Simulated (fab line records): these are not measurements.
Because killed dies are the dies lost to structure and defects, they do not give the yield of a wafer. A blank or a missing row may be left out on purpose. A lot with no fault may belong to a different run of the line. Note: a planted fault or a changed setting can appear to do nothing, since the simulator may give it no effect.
Which of the tools did it?    flow n5Finfet    10 lots with 30 wafers sampled at 5 steps, on a route of 1938 steps

## WHAT THE GAUGES SHOWED, per wafer
N5_BEOL_M4_RC_MEAS_101.
lot   measured      on         DIBL_N (mV/V)
L709  day 9 01:16   prober-02  36.5 36.5 34.9
L710  day 9 09:15   prober-01  36.0 36.7 35.0
L719  day 11 23:53  prober-02  36.7 35.2 35.6
L720  day 12 00:11  prober-01  36.8 38.2 36.5
L721  day 12 01:35  prober-02  37.6 38.2 37.5
L722  day 12 06:56  prober-01  36.2 37.5 35.9
L728  day 13 18:54  prober-02  36.7 35.1 36.9
L729  day 14 04:37  prober-02  36.3 35.4 35.3
L730  day 15 03:05  prober-02  35.1 35.8 36.7
L732  day 15 13:02  prober-02  35.9 36.3 37.0

## TOOL THAT RAN EACH LOT (tool first, then ch and the chambers of the sampled wafers, then the start)
lot   N5_BEOL_M1_DEP_57                N5_BEOL_M2_HM_DEP_02         N5_BEOL_M2_HM_OPEN_17             N5_BEOL_M2_COAT_76
L709  pecvd-04 ch 0,1, day 6 13:27     pvdSputter-01, day 6 14:55   rieMetal-03 ch 1, day 6 15:52     lithoTrack-02 ch 0, day 6 16:07
L710  pecvd-04 ch 0,1, day 6 23:05     pvdSputter-03, day 7 00:59   rieMetal-02 ch 0,1, day 7 02:04   lithoTrack-05 ch 0, day 7 02:23
L719  pecvd-03 ch 0, day 9 01:22       pvdSputter-03, day 9 02:48   rieMetal-03 ch 0,1, day 9 03:57   lithoTrack-04 ch 0, day 9 04:16
L720  pecvd-02 ch 0,1, day 9 17:19     pvdSputter-01, day 9 18:04   rieMetal-02 ch 0,1, day 9 18:59   lithoTrack-04 ch 0, day 9 19:11
L721  pecvd-04 ch 0,1, day 9 18:23     pvdSputter-01, day 9 18:49   rieMetal-01 ch 0, day 9 19:35     lithoTrack-05 ch 0, day 9 19:55
L722  pecvd-04 ch 0,1,2, day 10 02:56  pvdSputter-02, day 10 03:12  rieMetal-01 ch 0, day 10 04:04    lithoTrack-05 ch 0, day 10 04:17
L728  pecvd-03 ch 0,1, day 11 19:19    pvdSputter-03, day 11 20:19  rieMetal-02 ch 0,1, day 11 21:29  lithoTrack-02 ch 0, day 11 21:47
L729  pecvd-04 ch 0,2, day 11 21:40    pvdSputter-02, day 12 00:46  rieMetal-03 ch 0,1, day 12 01:44  lithoTrack-05 ch 0, day 12 02:07
L730  pecvd-02 ch 1,2, day 12 11:07    pvdSputter-02, day 12 11:24  rieMetal-02 ch 1, day 12 12:19    lithoTrack-02 ch 0, day 12 12:32
L732  pecvd-04 ch 1,2, day 13 07:01    pvdSputter-03, day 13 07:44  rieMetal-01 ch 0,1, day 13 08:30  lithoTrack-04 ch 0, day 13 08:44
- N5_BEOL_M1_DEP_57: deposits SiCN from 3MS/NH3, target thk 8 nm, time 14 s.
- N5_BEOL_M2_HM_DEP_02: deposits TiN, target thk 20 nm.
- N5_BEOL_M2_HM_OPEN_17: chemistry Cl2/BCl3, target TiN, target depth 20 nm, overetch 6 nm.
- N5_BEOL_M2_COAT_76: time 60 s, resist thk 5 nm.

## THE ANSWER, worked out from the rows above alone
Rule: usual is defined by the lots themselves. The widest of any qualifying gaps counts: lots, ordered by their means at a reading, are off when they make up no more than a third of the lots, leave a main group of 4 or more, and stand apart from it by 3 or more times the standard deviation of that group's means. The tables above print the reading to a certain number of digits; a main group whose means all agree to those digits is not used. Also off: a lot with no number at a reading for which 4 or more lots have one. Where the step has rows for the other lots, those lots are counted as sound.
Nothing can be told from this: no lot is off at any reading shown.

## WHAT HAD BEEN PUT IN BY THE SIMULATOR
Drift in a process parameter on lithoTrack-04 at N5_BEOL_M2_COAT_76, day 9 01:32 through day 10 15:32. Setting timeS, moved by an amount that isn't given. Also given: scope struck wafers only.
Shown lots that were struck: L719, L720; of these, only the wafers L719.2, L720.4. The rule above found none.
